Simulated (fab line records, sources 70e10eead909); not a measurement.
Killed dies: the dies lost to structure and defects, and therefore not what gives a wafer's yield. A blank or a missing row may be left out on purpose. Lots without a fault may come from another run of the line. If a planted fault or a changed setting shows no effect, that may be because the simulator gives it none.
Matching of chambers -- flow nandHarc -- 4 sister chambers for NHARC_A_CHANNEL_FILL_D2_ALD_02 on aldHk-01
The step deposits SiO2, target thk 6 nm, pulse time 10 s, ald cycles 60. 4 wafers are shown with their chamber, then 9 later ones without.

## WAFERS PAIRED WITH THEIR CHAMBERS
wafer,chamber,heaterPowerW (W)
L080.4,2,461
L082.2,3,566
L082.5,1,455
L082.6,0,417

## WAFERS WITH NO CHAMBER GIVEN
wafer,heaterPowerW (W)
L090.1,570
L090.4,412
L090.6,473
L094.2,417
L094.3,462
L094.5,420
L096.2,441
L096.3,460
L096.6,554

## EACH ONE'S CHAMBER
wafer,from the rows above,in truth
L090.1,3,3
L090.4,0,0
L090.6,can't be placed: 2 or 1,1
L094.2,0,0
L094.3,can't be placed: 2 or 1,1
L094.5,0,0
L096.2,can't be placed: 1 or 2 or 0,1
L096.3,can't be placed: 2 or 1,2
L096.6,3,3
Correct placement for 5 of the 9. Cannot be placed on the basis of these rows: 4; the candidates contain the true chamber in 4. Placed wrongly: 0.
How it was worked out, from the rows above alone: a wafer's distance from a chamber is the root of the sum, over the readings, of the square of ((its reading less the chamber's mean) divided by the reading's scatter). The wafer belongs to the nearest chamber; if the next one is less than 2 further off, it can't be placed. Each chamber's mean is taken over the wafers shown for it. The scatter (one wafer shown for each chamber): square how far every hidden wafer sits from the nearest shown wafer, average those squares and take the square root.
